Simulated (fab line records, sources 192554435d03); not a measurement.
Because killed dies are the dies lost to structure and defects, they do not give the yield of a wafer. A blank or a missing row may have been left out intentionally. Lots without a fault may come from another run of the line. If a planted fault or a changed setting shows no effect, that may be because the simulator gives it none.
Which tool was responsible? ; flow n5-finfet ; 27 wafers from 9 lots sampled at 6 of the route's 1938 steps

== WHAT THE GAUGES READ, wafer by wafer ==
N5_WELL_APT_INSPECT_27: inspects for defects (macro). Usual: raw-defect-count 2.0, standard deviation 1.4.
lot;measured;on;raw-defect-count;flag
L688;day 1 20:50;defect-inspect-02;4 2 2;
L689;day 2 03:30;defect-inspect-02;1 2 3;
L693;day 3 03:00;defect-inspect-01;2 1 4;
L695;day 3 15:10;defect-inspect-01;4 1 3;
L696;day 3 21:02;defect-inspect-01;4 1 4;
L704;day 5 21:35;defect-inspect-01;0 1 0;
L706;day 6 09:05;defect-inspect-01;3 5 0;
L709;day 7 02:59;defect-inspect-01;1 3 1;
L710;day 7 09:25;defect-inspect-02;2 3 3;

N5_PMOS_HMC_CHANNEL_EPI_INSPECT_11: inspects for defects (macro). Usual: raw-defect-count 2.0, standard deviation 1.4.
lot;measured;on;raw-defect-count;flag
L688;day 1 23:23;defect-inspect-02;1 2 0;
L689;day 2 06:10;defect-inspect-02;2 0 3;
L693;day 3 05:21;defect-inspect-02;1 2 2;
L695;day 3 17:20;defect-inspect-01;3 4 2;
L696;day 3 23:31;defect-inspect-02;0 1 1;
L704;day 6 00:46;defect-inspect-01;>300 294 >300;OFF
L706;day 6 11:27;defect-inspect-02;>300 294 >300;OFF
L709;day 7 05:16;defect-inspect-01;1 3 2;
L710;day 7 11:41;defect-inspect-01;3 0 3;

N5_BEOL_M4_RC_MEAS_101. Usual: DIBL_N 36.6 mV/V, standard deviation 1.9; DIBL_P 36.7 mV/V, standard deviation 2.2; IOFF_N 0.16 nA/um, standard deviation 0.035; IOFF_P 0.22 nA/um, standard deviation 0.038; ION_N 672 uA/um, standard deviation 14; ION_P 462 uA/um, standard deviation 8.3; SS_N 71.6 mV/dec, standard deviation 0.65; SS_P 73.5 mV/dec, standard deviation 0.72; VT_N 250 mV, standard deviation 3.5; VT_P -250 mV, standard deviation 3.1.
lot;measured;on;DIBL_N (mV/V);DIBL_P (mV/V);IOFF_N (nA/um);IOFF_P (nA/um);ION_N (uA/um);ION_P (uA/um);SS_N (mV/dec);SS_P (mV/dec);VT_N (mV);VT_P (mV);flag
L688;day 9 10:38;prober-02;37.8 42.0 34.8;36.2 40.1 33.9;0.15 0.27 0.13;0.21 0.27 0.18;666 682 680;459 458 468;71.6 73.9 71.1;72.7 74.7 72.6;250 245 252;-249 -249 -251;
L689;day 10 02:23;prober-02;37.3 33.2 34.2;37.3 32.7 34.5;0.16 0.11 0.13;0.25 0.18 0.20;690 685 676;480 474 477;71.2 70.0 70.5;73.6 72.5 72.5;248 253 251;-247 -250 -249;
L693;day 10 10:27;prober-02;35.9 37.2 36.9;36.8 37.1 37.2;0.17 0.17 0.16;0.24 0.22 0.23;691 664 670;476 455 462;71.0 72.0 72.5;73.7 74.0 74.4;249 251 252;-249 -249 -249;
L695;day 10 22:46;prober-01;36.2 36.9 35.3;36.5 37.1 35.5;0.14 0.16 0.13;0.21 0.23 0.20;674 673 674;459 467 465;71.4 71.7 71.0;73.3 74.2 73.5;256 251 251;-252 -245 -250;
L696;day 11 09:17;prober-02;36.3 37.3 36.5;36.6 38.0 37.6;0.15 0.16 0.16;0.21 0.23 0.22;678 659 681;468 459 463;71.1 71.4 71.4;73.3 74.0 73.7;252 250 247;-252 -248 -250;
L704;day 13 05:08;prober-02;36.2 36.8 35.7;37.9 38.9 37.4;0.19 0.19 0.18;0.24 0.25 0.23;674 671 679;467 464 465;71.5 71.4 72.3;74.5 73.9 73.9;246 248 247;-247 -248 -247;
L706;day 13 09:16;prober-02;40.8 35.1 36.6;42.0 35.6 36.8;0.26 0.14 0.16;0.32 0.21 0.21;692 663 676;467 457 462;72.9 71.1 71.7;74.4 73.1 73.4;245 251 250;-245 -249 -251;
L709;day 14 07:49;prober-02;38.0 39.0 37.8;37.2 39.1 36.6;0.19 0.23 0.18;0.26 0.31 0.25;699 682 674;472 467 463;71.8 71.8 72.4;73.5 74.1 73.6;249 245 248;-244 -244 -245;
L710;day 14 16:10;prober-01;37.0 36.8 38.7;38.4 38.0 39.6;0.17 0.17 0.20;0.22 0.24 0.26;674 676 694;467 459 470;71.4 72.2 72.2;73.3 74.1 73.6;251 248 249;-250 -248 -248;

== TOOL THAT RAN EACH LOT (tool first, then ch and the chambers of the sampled wafers, then the start) ==
lot;N5_PMOS_HMC_CHANNEL_EPI_HM_DEP_34;N5_PMOS_HMC_CHANNEL_EPI_CMP_21;N5_FIN_SAQP_ALD_61
L688;pecvd-03 ch 1,2, day 1 22:55;cmp-01 ch 2,3, day 2 01:22;ald-sin-01 ch 2,3, day 2 02:19
L689;pecvd-02 ch 0,2, day 2 05:43;cmp-04 ch 0,1,2, day 2 08:16;ald-sin-01 ch 1,2,3, day 2 09:20
L693;pecvd-03 ch 0,1,2, day 3 04:53;cmp-03 ch 1,2,3, day 3 07:48;ald-sin-02 ch 1,2, day 3 08:46
L695;pecvd-04 ch 0,1, day 3 16:52;cmp-01 ch 0,1,2, day 3 19:29;ald-sin-01 ch 0,2,3, day 3 20:18
L696;pecvd-02 ch 0,2, day 3 23:11;cmp-04 ch 0,1,2, day 4 01:37;ald-sin-01 ch 0,2,3, day 4 02:44
L704;pecvd-03 ch 0,1,2, day 6 00:03;cmp-01 ch 0,1,3, day 6 02:49;ald-sin-03 ch 1,2,3, day 6 03:43
L706;pecvd-03 ch 1,2, day 6 11:07;cmp-04 ch 0,1,2, day 6 13:32;ald-sin-02 ch 0,2,3, day 6 14:22
L709;pecvd-02 ch 0,1,2, day 7 04:48;cmp-04 ch 0,2,3, day 7 08:11;ald-sin-01 ch 0,2,3, day 7 09:05
L710;pecvd-04 ch 0,2, day 7 11:22;cmp-04 ch 0,3, day 7 13:53;ald-sin-02 ch 1,2,3, day 7 14:51
- N5_PMOS_HMC_CHANNEL_EPI_HM_DEP_34: deposits SiO2 from TEOS/O2, target thk 36 nm, time 6.9 s.
- N5_PMOS_HMC_CHANNEL_EPI_CMP_21: polishes SiGe30, target thk 54 nm.
- N5_FIN_SAQP_ALD_61: deposits SiO2, target thk 4 nm, pulse time 1 s, purge time 2 s.

== WHAT THE TOOLS THEMSELVES READ (means of the sampled wafers that have a number; where no wafer has one, the mark that the record gives instead) ==
N5_PMOS_HMC_CHANNEL_EPI_HM_DEP_34. Usual: heater-power-w 499 W, standard deviation 61; rf-fwd-power-W 884 W, standard deviation 5; showerhead-plenum-p-Torr 8.340 Torr, standard deviation 0.03; susceptor-temp-C 400.01 C, standard deviation 0.25; throttle-valve-pct 18.8 %, standard deviation 0.67.
lot;tool;heater-power-w (W);rf-fwd-power-W (W);showerhead-plenum-p-Torr (Torr);susceptor-temp-C (C);throttle-valve-pct (%);flag
L688;pecvd-03;496;884;8.327;400.31;19.1;
L689;pecvd-02;542;886;8.308;400.06;18.4;
L693;pecvd-03;514;885;8.341;400.04;18.9;
L695;pecvd-04;432;880;8.370;399.87;18.9;
L696;pecvd-02;534;886;8.305;399.94;18.5;
L704;pecvd-03;488;884;8.342;400.10;18.9;
L706;pecvd-03;535;882;8.338;400.00;19.0;
L709;pecvd-02;549;886;8.320;399.82;19.1;
L710;pecvd-04;472;884;8.332;400.13;18.0;

N5_PMOS_HMC_CHANNEL_EPI_CMP_21. Usual: motor-current-A 12.1 A, standard deviation 1.3; pad-life-wafers 829, standard deviation 510.
lot;tool;motor-current-A (A);pad-life-wafers;flag
L688;cmp-01;11.4;528;
L689;cmp-04;11.8;776;
L693;cmp-03;11.9;26;
L695;cmp-01;11.4;872;
L696;cmp-04;11.7;1117;
L704;cmp-01;12.9;1261;
L706;cmp-04;11.7;1640;
L709;cmp-04;11.3;1790;
L710;cmp-04;11.6;1844;

N5_FIN_SAQP_ALD_61. Usual: heater-power-w 491 W, standard deviation 39; precursor-pulse-height-rel 0.999, standard deviation 0.02; susceptor-temp-C 299.99 C, standard deviation 0.2.
lot;tool;heater-power-w (W);precursor-pulse-height-rel;susceptor-temp-C (C);flag
L688;ald-sin-01;487;0.991;300.01;
L689;ald-sin-01;499;0.992;300.09;
L693;ald-sin-02;521;1.008;299.89;
L695;ald-sin-01;502;0.994;300.00;
L696;ald-sin-01;499;0.997;299.95;
L704;ald-sin-03;478;0.973;300.04;
L706;ald-sin-02;501;1.000;300.13;
L709;ald-sin-01;504;0.982;299.87;
L710;ald-sin-02;507;0.981;299.92;

== THE ANSWER, worked out from the rows above alone ==
Rule: a lot is off if the mean of its wafers that have a number lies more than 3 standard deviations from the usual mean. A lot without any number at a reading at which 4 lots or more have one is off too. The other lots that the step has rows for count as sound. Order of review: gauges by route order, followed by the tools' own readings, for which a lot's mean as printed above is used. At the first step where some lot is off, the reading lying furthest off is the one used; lots without a number count as furthest.
Off: L704, L706, at N5_PMOS_HMC_CHANNEL_EPI_INSPECT_11 (raw-defect-count).
A tool fits if, at a process step before that reading, it ran every lot that is off, and no sound lot after the first of them. Those tools and the gauges at N5_PMOS_HMC_CHANNEL_EPI_INSPECT_11 are tried in the same way. One fits: pecvd-03 at N5_PMOS_HMC_CHANNEL_EPI_HM_DEP_34. Its last sound lot is L693 (day 3 04:53), its first lot that is off L704 (day 6 00:03): a fault that began between those two fits.

== WHAT THE SIMULATOR HAD PUT IN ==
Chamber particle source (pecvd-03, N5_PMOS_HMC_CHANNEL_EPI_HM_DEP_34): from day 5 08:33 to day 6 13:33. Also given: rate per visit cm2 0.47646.
Shown lots that were struck: L704, L706. This agrees with what the rule above found.
